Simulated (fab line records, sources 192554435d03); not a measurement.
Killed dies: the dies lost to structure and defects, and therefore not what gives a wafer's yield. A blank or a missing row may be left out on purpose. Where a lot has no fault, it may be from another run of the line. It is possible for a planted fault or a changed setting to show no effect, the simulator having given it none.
The same fault as seen by 3 desks -- flow n5Finfet -- numbers are kept per desk, each desk with only its own; the story behind them comes last

THE DEFECT DESK
For each lot, the counts of the inspections along the route, averaged over the sampled wafers that have a number. Marked OUT: a lot whose mean sits more than 4 standard deviations from the usual mean, which makes it out of limits; the brackets give that distance.
Columns: A = rawDefectCount at N5_BEOL_M11_INSPECT_58, usual 71
lot,first seen here,A
L391,day 10 09:34,107
L393,day 10 14:38,86
L392,day 10 22:29,68
L395,day 11 14:19,67
L394,day 11 23:16,64
L404,day 14 09:23,65
L407,day 14 14:04,93
L406,day 14 16:35,54
L408,day 14 20:50,45
L411,day 15 12:47,50
L412,day 15 15:15,49
L410,day 15 16:02,58
This desk's verdict: no lot among the 12 shows anything out of limits.

AT THE TOOL OWNER'S DESK: cmp-03
The tool's own readings at N5_BEOL_M11_CMP_52 (polishes, stops on SiCOH lowk, t overpolish 7 s, target thk 140 nm): means of the sampled wafers that have a number, for each lot that ran on this tool. Marked OUT: a lot whose mean sits more than 4 standard deviations from the usual mean, which makes it out of limits; the brackets give that distance.
Columns: A = barrierFieldEndpointS at N5_BEOL_M11_CMP_52, usual 28.8 s; B = clearingPlatenRpm at N5_BEOL_M11_CMP_52, usual 50.000 rpm; C = motorCurrentA at N5_BEOL_M11_CMP_52, usual 6.2 A; D = overpolishRunS at N5_BEOL_M11_CMP_52, usual 6.998 s; E = platenRpm at N5_BEOL_M11_CMP_52, usual 50.00 rpm; F = timeToEndpointS at N5_BEOL_M11_CMP_52, usual 66 s
lot,first seen here,A,B,C,D,E,F
L393,day 10 14:10,29.8,50.019,6.2,6.994,49.99,72
L404,day 14 08:56,28.8,50.005,6.0,7.006,49.34 (-21) OUT,69
This desk finds L404 out of limits, L404 being first, at day 14 08:56 (platenRpm at N5_BEOL_M11_CMP_52). In limits: L393.

THE METROLOGY DESK
Lot by lot, what the gauges showed, no matter which tool ran the lot: averages of those sampled wafers that carry a number. Marked OUT: a lot whose mean sits more than 4 standard deviations from the usual mean, which makes it out of limits; the brackets give that distance.
Columns: A = cdNm at N5_BEOL_M12_CD_MEAS_10, usual 140.5 nm
lot,first seen here,A
L391,day 10 10:11,142.5
L393,day 10 15:17,139.9
L392,day 10 22:58,140.6
L395,day 11 14:47,138.5
L394,day 11 23:45,140.1
L404,day 14 09:59,140.4
L407,day 14 14:32,142.2
L406,day 14 17:03,138.0
L408,day 14 21:19,139.5
L411,day 15 13:23,142.1
L412,day 15 15:50,141.4
L410,day 15 16:38,138.4
This desk's verdict: no lot among the 12 shows anything out of limits.

BROUGHT TOGETHER
The tool owner's desk had the chance to raise an alarm at day 14 08:56 on L404.
No out-of-limits result turned up at the defect desk.
From the metrology desk's view, nothing was out of limits.
The defect desk has L404 on record, within its limits.
The metrology desk holds a record of L404, inside its limits.
All the named lots went through N5_BEOL_M11_CMP_52 on cmp-03.

WHAT THE SIMULATOR PUT IN
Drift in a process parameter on cmp-03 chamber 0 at N5_BEOL_M11_CMP_52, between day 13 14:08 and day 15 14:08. Setting platenRpm shifted by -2 from 50. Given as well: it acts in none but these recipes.
Shown lots that were struck: L404.
Hours from the fault's start to each desk's first reading out of limits: the tool owner's desk, 19.
